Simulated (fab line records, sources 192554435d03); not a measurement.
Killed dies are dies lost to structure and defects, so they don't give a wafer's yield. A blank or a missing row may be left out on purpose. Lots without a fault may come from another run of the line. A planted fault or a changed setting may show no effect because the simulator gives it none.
Chamber matching | flow n5_finfet | N5_BEOL_M9_ALD_74 on ald_metal-01: 4 sister chambers
The step deposits TaN, target thk 2 nm, pulse time 2 s, purge time 3 s. 24 wafers are shown with their chamber, then 12 later ones without.

WAFERS WITH THEIR CHAMBER
wafer  | chamber | heater_power_w (W) | chamber_pressure_Torr (Torr)
L074.2 | 0       | 426                | 2.996
L074.3 | 2       | 424                | 3.006
L074.6 | 2       | 413                | 3.006
L077.3 | 2       | 424                | 3.006
L077.5 | 0       | 430                | 2.997
L077.6 | 3       | 378                | 2.996
L080.1 | 0       | 423                | 2.997
L080.3 | 1       | 358                | 2.996
L080.5 | 0       | 428                | 2.995
L079.2 | 3       | 374                | 2.987
L079.3 | 1       | 359                | 2.998
L079.6 | 1       | 364                | 2.996
L081.1 | 1       | 361                | 2.999
L081.3 | 2       | 419                | 3.002
L081.6 | 0       | 428                | 3.003
L083.3 | 3       | 392                | 3.002
L083.4 | 0       | 434                | 3.008
L083.5 | 3       | 383                | 2.993
L085.2 | 2       | 422                | 2.999
L085.3 | 0       | 425                | 2.999
L085.5 | 1       | 353                | 2.998
L089.4 | 2       | 435                | 3.012
L089.5 | 3       | 371                | 2.997
L089.6 | 1       | 353                | 3.003

SIGNATURES (means of the wafers above)
reading               | chamber 0 | chamber 1 | chamber 2 | chamber 3 | scatter within a chamber
heater_power_w        | 427.71    | 358.00    | 422.83    | 379.60    | 5.96
chamber_pressure_Torr | 2.99929   | 2.99833   | 3.00517   | 2.99500   | 0.00437
Rule: a wafer's distance from a chamber is the root of the sum, over the readings, of the square of ((its reading less the chamber's mean) divided by the reading's scatter). The wafer belongs to the nearest chamber; if the next one is less than 2 further off, it can't be placed. The scatter: the root of (the sum of the squares of (reading less its chamber's mean) over the shown wafers, divided by (wafers less chambers)).

WAFERS WITHOUT THEIR CHAMBER
wafer  | heater_power_w (W) | chamber_pressure_Torr (Torr)
L088.2 | 360                | 2.995
L088.5 | 357                | 3.000
L088.6 | 381                | 3.007
L093.1 | 441                | 3.000
L093.4 | 365                | 2.993
L093.5 | 431                | 2.991
L096.2 | 385                | 2.995
L096.3 | 428                | 2.999
L096.5 | 381                | 3.001
L097.1 | 425                | 3.003
L097.3 | 434                | 2.997
L097.5 | 414                | 3.003

WHICH CHAMBER EACH WENT THROUGH
wafer  | from the rows above     | in truth
L088.2 | 1                       | 1
L088.5 | 1                       | 1
L088.6 | can't be placed: 3 or 1 | 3
L093.1 | can't be placed: 0 or 2 | 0
L093.4 | can't be placed: 1 or 3 | 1
L093.5 | can't be placed: 0 or 2 | 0
L096.2 | 3                       | 3
L096.3 | can't be placed: 0 or 2 | 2
L096.5 | 3                       | 3
L097.1 | can't be placed: 2 or 0 | 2
L097.3 | can't be placed: 0 or 2 | 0
L097.5 | can't be placed: 2 or 0 | 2
Placed correctly: 4 of 12. Can't be placed from these rows: 8 (the true chamber is among the candidates in 8). Placed wrongly: 0.
